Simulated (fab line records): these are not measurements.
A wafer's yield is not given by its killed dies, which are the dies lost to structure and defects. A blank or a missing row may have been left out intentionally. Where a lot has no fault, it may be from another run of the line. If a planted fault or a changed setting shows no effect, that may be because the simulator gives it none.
A lot that was struck, set against a sound lot -- flow n5_finfet -- 18 steps out of a route of 1938
Sound: wafers L450.3, L450.5, L450.6. Struck: wafer L466.5 (left out: L466.4, a lot-mate that was not struck); the cause follows at the end.
Order at every step that has rows: each side's tool, ch and its chambers, its first start. Under that, the readings that differ: sound wafers -- struck wafers -- difference of the means -- sigmas: that difference in standard deviations of wafers without a fault.
alike: a reading whose means differ by less than 2 such deviations, as well as words and numbers matching on both sides. not compared: withheld readings; readings where some wafer has no value; bounds like >300 that might hide an equal value; numbers whose values overlap and for which the record gives no deviation.
The two part at a step that has a row with sigmas, a row that says differs or no value, or rows on one side only. When numbers do not overlap yet have no deviation, they are printed without sigmas and do not part them. A reading missing from all wafers of one side parts the sides only when that side holds two or more wafers.

first, 2 steps without rows for these wafers: N5_BEOL_M1_ANNEAL_82 (time 240 s); N5_BEOL_M1_SPUTTER_86 (material Cu, target thk 4.5 nm, time 8.29 s).
N5_BEOL_M1_ANNEAL_87: time 240 s.
  sound on pvd_sputter-01 at day 7 21:08; struck on pvd_sputter-01 at day 11 16:12
  alike: heater_power_w, susceptor_temp_C
N5_BEOL_M1_SPUTTER_88: material Cu, target thk 4.5 nm, time 8.29 s.
  sound on pvd_sputter-01 at day 7 21:17; struck on pvd_sputter-01 at day 11 16:20
  alike: susceptor_temp_C, throttle_valve_pct
then, 2 steps without rows for these wafers: N5_BEOL_M1_ANNEAL_89 (time 240 s); N5_BEOL_M1_SPUTTER_90 (material Cu, target thk 4.5 nm, time 8.29 s).
N5_BEOL_M1_ANNEAL_91: time 240 s.
  sound on pvd_sputter-01 at day 7 21:35; struck on pvd_sputter-01 at day 11 16:38
  alike: heater_power_w, susceptor_temp_C
then, 1 step without rows for these wafers: N5_BEOL_M1_SPUTTER_92 (material Cu, target thk 4.5 nm, time 8.29 s).
N5_BEOL_M1_ANNEAL_93: time 240 s.
  sound on pvd_sputter-01 at day 7 21:48; struck on pvd_sputter-01 at day 11 16:52
  alike: heater_power_w, susceptor_temp_C
then, 1 step without rows for these wafers: N5_BEOL_M1_SPUTTER_94 (material Cu, target thk 4.5 nm, time 8.29 s).
N5_BEOL_M1_ANNEAL_95: time 240 s.
  sound on pvd_sputter-01 at day 7 22:01; struck on pvd_sputter-01 at day 11 17:05
  alike: heater_power_w, susceptor_temp_C
then, 1 step without rows for these wafers: N5_BEOL_M1_SPUTTER_96 (material Cu, target thk 4.5 nm, time 8.29 s).
N5_BEOL_M1_ECD_50: material Cu, target thk 300 nm.
  sound on ecd_cu-01 ch 0,1, day 7 22:18; struck on ecd_cu-02 ch 0, day 11 17:21
reading,sound,struck,difference,sigmas
model.Cu_of_BEOL_M1_ECD_50.thk_nm (nm),298.6 302 298.2,173.8,-125.8,
then, 1 step without rows for these wafers: N5_BEOL_M1_ANNEAL_51 (time 90 s).
N5_BEOL_M1_CMP_52: polishes, stops on SiOC, t overpolish 6.8 s, target thk 40 nm.
  sound on cmp-04 ch 1,2,3, day 7 22:46; struck on cmp-01 ch 3, day 11 18:04
reading,sound,struck,difference,sigmas
time_to_endpoint_s (s),64 61 60,40,-22,-6
  alike: clearing_platen_down_force_psi, motor_current_A, retaining_ring_pressure_frac, slurry_flow_ml_min
N5_BEOL_M1_THK_MEAS_53: measures by xrf.
  sound on film_metro-02 at day 7 22:57; struck on film_metro-02 at day 11 18:15
  alike: M1_THK
N5_BEOL_M4_RC_MEAS_101:
  sound on prober-02 ch 0, day 9 15:17; struck on prober-02 ch 0, day 13 15:07
reading,sound,struck,difference,sigmas
DIBL_N (mV/V),38.4 37.4 36.9,32.3,-5.3,-3
DIBL_P (mV/V),38.5 37.7 36.4,32.1,-5.4,-3
ION_P (uA/um),450 456 446,475,+24,+3
SS_N (mV/dec),72.8 72.6 72.5,70.9,-1.7,-3
  alike: IOFF_N, IOFF_P, ION_N, SS_P, VT_N, VT_P
next, for these wafers, 1 step has no rows: N5_PASSIVATION_PROBE_49.

## WHERE THEY PART
Earliest at N5_BEOL_M1_CMP_52; latest, in this record, at N5_BEOL_M4_RC_MEAS_101.

WHY: the cause the simulator had injected
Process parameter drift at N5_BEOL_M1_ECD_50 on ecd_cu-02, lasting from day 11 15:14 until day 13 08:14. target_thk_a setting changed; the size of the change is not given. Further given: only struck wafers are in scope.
